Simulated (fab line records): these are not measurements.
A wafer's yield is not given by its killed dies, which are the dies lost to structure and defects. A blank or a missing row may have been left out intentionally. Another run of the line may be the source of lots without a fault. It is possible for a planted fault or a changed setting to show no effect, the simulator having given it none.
Chamber matching	flow nand_harc	NHARC_P_M0_CMP_23 on cmp-03 has 4 sister chambers
The step polishes, t overpolish 20 s, target thk 117.53 nm. 14 wafers are shown with their chamber, then 7 later ones without.

== EACH WAFER AND ITS CHAMBER ==
wafer	chamber	motor_current_A (A)	time_to_endpoint_s (s)
L075.1	3	13.0	27.3
L075.3	2	12.1	28.5
L075.6	3	13.4	25.2
L077.1	0	10.9	27.4
L077.2	2	12.5	26.4
L077.3	1	12.7	28.6
L077.4	3	12.9	27.5
L077.5	3	12.9	28.6
L077.6	0	10.9	25.3
L087.1	0	11.9	27.0
L087.3	1	13.1	28.6
L087.5	1	13.7	28.2
L091.1	2	12.1	29.8
L091.3	1	12.5	28.9

SIGNATURES (averages over the wafers above)
reading	chamber 0	chamber 1	chamber 2	chamber 3	scatter within a chamber
motor_current_A	11.233	13.000	12.233	13.050	0.422
time_to_endpoint_s	26.567	28.575	28.233	27.150	1.21
Rule: a wafer's distance from a chamber is the root of the sum, over the readings, of the square of ((its reading less the chamber's mean) divided by the reading's scatter). The wafer belongs to the nearest chamber; if the next one is less than 2 further off, it can't be placed. The scatter: the root of (the sum of the squares of (reading less its chamber's mean) over the shown wafers, divided by (wafers less chambers)).

== WAFERS WITH NO CHAMBER GIVEN ==
wafer	motor_current_A (A)	time_to_endpoint_s (s)
L091.6	11.3	29.9
L093.1	11.8	27.4
L093.3	12.7	25.6
L093.6	11.4	24.7
L095.1	13.6	28.0
L095.4	11.2	22.2
L095.5	13.7	25.7

== WHICH CHAMBER EACH WENT THROUGH ==
wafer	from the rows above	in truth
L091.6	can't be placed: 2 or 0 or 1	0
L093.1	can't be placed: 2 or 0 or 3 or 1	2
L093.3	can't be placed: 3 or 2 or 1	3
L093.6	can't be placed: 0 or 2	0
L095.1	can't be placed: 3 or 1 or 2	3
L095.4	can't be placed: 0 or 2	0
L095.5	can't be placed: 3 or 1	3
0 of 7 placed correctly. Not placeable from these rows: 7 (in 7, the candidates include the true chamber). Placed wrongly: 0.
